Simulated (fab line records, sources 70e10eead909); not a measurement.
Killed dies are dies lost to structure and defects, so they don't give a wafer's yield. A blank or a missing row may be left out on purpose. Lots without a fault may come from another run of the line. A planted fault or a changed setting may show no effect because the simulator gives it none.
Chamber matching | flow nand_harc | NHARC_A_CHANNEL_HOLE_D1_ETCH_44 on rie_diel-03: 4 sister chambers
The step etches the open film in CF4/O2, target depth 140 nm, overetch 14 nm, time 77 s. 18 wafers are shown with their chamber, then 9 later ones without.

WAFERS WITH THEIR CHAMBER
wafer  | chamber | showerhead_plenum_p_Torr (Torr) | drypump_motor_current_A (A) | rf_vpp_V (V)
L075.1 | 3       | 1.343                           | 5.4                         | 197.0
L075.3 | 1       | 1.315                           | 5.9                         | 196.9
L075.6 | 3       | 1.343                           | 5.4                         | 199.6
L078.3 | 0       | 1.361                           | 4.9                         | 198.4
L078.5 | 2       | 1.343                           | 4.9                         | 198.2
L078.6 | 3       | 1.344                           | 5.5                         | 197.9
L083.2 | 2       | 1.343                           | 5.0                         | 198.2
L083.3 | 3       | 1.343                           | 5.4                         | 197.8
L083.4 | 1       | 1.314                           | 5.9                         | 198.8
L086.1 | 0       | 1.361                           | 4.9                         | 198.3
L086.3 | 3       | 1.342                           | 5.5                         | 197.4
L086.5 | 0       | 1.360                           | 4.9                         | 199.5
L084.2 | 1       | 1.314                           | 5.9                         | 197.7
L084.3 | 0       | 1.361                           | 4.9                         | 198.6
L084.4 | 2       | 1.343                           | 5.0                         | 199.4
L088.1 | 0       | 1.361                           | 4.9                         | 198.6
L088.3 | 3       | 1.342                           | 5.4                         | 197.6
L088.6 | 2       | 1.343                           | 5.0                         | 197.8

SIGNATURES (means of the wafers above)
reading                  | chamber 0 | chamber 1 | chamber 2 | chamber 3 | scatter within a chamber
showerhead_plenum_p_Torr | 1.36080   | 1.31433   | 1.34300   | 1.34283   | 0.000554
drypump_motor_current_A  | 4.900     | 5.900     | 4.975     | 5.433     | 0.0386
rf_vpp_V                 | 198.680   | 197.800   | 198.400   | 197.883   | 0.766
Rule: a wafer's distance from a chamber is the root of the sum, over the readings, of the square of ((its reading less the chamber's mean) divided by the reading's scatter). The wafer belongs to the nearest chamber; if the next one is less than 2 further off, it can't be placed. The scatter: the root of (the sum of the squares of (reading less its chamber's mean) over the shown wafers, divided by (wafers less chambers)).

WAFERS WITHOUT THEIR CHAMBER
wafer  | showerhead_plenum_p_Torr (Torr) | drypump_motor_current_A (A) | rf_vpp_V (V)
L090.1 | 1.342                           | 5.4                         | 198.1
L090.2 | 1.361                           | 4.9                         | 198.8
L090.3 | 1.313                           | 5.9                         | 198.5
L092.1 | 1.342                           | 5.5                         | 198.9
L092.2 | 1.343                           | 5.0                         | 197.3
L092.6 | 1.342                           | 5.4                         | 197.5
L096.1 | 1.342                           | 5.0                         | 196.5
L096.3 | 1.360                           | 4.9                         | 198.1
L096.4 | 1.342                           | 5.4                         | 196.7

WHICH CHAMBER EACH WENT THROUGH
wafer  | from the rows above | in truth
L090.1 | 3                   | 3
L090.2 | 0                   | 0
L090.3 | 1                   | 1
L092.1 | 3                   | 3
L092.2 | 2                   | 2
L092.6 | 3                   | 3
L096.1 | 2                   | 2
L096.3 | 0                   | 0
L096.4 | 3                   | 3
Placed correctly: 9 of 9. Can't be placed from these rows: 0. Placed wrongly: 0.
